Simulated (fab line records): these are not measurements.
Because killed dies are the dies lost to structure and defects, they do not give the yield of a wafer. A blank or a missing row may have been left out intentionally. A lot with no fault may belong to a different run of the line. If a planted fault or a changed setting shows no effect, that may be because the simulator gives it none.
2 desks, one fault -- flow nand-harc -- what lay behind the numbers comes last; until then each desk has only its own

## FROM THE METROLOGY DESK
What the gauges read, lot by lot, whatever tool the lot ran on: means of the sampled wafers that have a number. The brackets show how far a lot's mean lies from the usual mean; more than 4 standard deviations puts the lot out of limits, marked OUT.
Columns: A = cd-nm at NHARC_THIN_TSV_CD_MEAS_16, usual 999.7 nm
lot,first seen here,A
L377,day 24 00:00,1000.0
L375,day 24 09:01,996.5
L380,day 26 08:51,1000.2
L379,day 26 10:13,997.9
L378,day 26 18:21,996.5
L391,day 30 05:39,998.1
L393,day 30 20:28,1000.5
L392,day 31 08:59,1000.2
L395,day 31 13:55,1000.8
L397,day 33 04:10,999.8
L396,day 33 05:15,998.3
L398,day 33 12:24,1001.6
Result from this desk: across the 12 lots, nothing is out of limits.

## THE TOOL OWNER'S DESK: acl-dep-01
The tool's own readings at NHARC_A_SLIT_DEP_00 (deposits aC, target thk 6200 nm): means of the sampled wafers that have a number, for each lot that ran on this tool. The brackets show how far a lot's mean lies from the usual mean; more than 4 standard deviations puts the lot out of limits, marked OUT.
Columns: A = throttle-valve-pct at NHARC_A_SLIT_DEP_00, usual 34.999 %
lot,first seen here,A
L377,day 19 21:17,34.995
L375,day 19 23:47,35.009
L379,day 21 23:43,35.007
L378,day 22 07:52,35.006
L389,day 25 12:13,34.992
L387,day 25 16:39,34.992
L396,day 28 18:41,34.998
Result from this desk: across the 7 lots, nothing is out of limits.

## ALL TOGETHER
From the metrology desk's view, nothing was out of limits.
The desk of the tool owner found nothing out of limits.

## WHAT THE SIMULATOR HAD PUT IN
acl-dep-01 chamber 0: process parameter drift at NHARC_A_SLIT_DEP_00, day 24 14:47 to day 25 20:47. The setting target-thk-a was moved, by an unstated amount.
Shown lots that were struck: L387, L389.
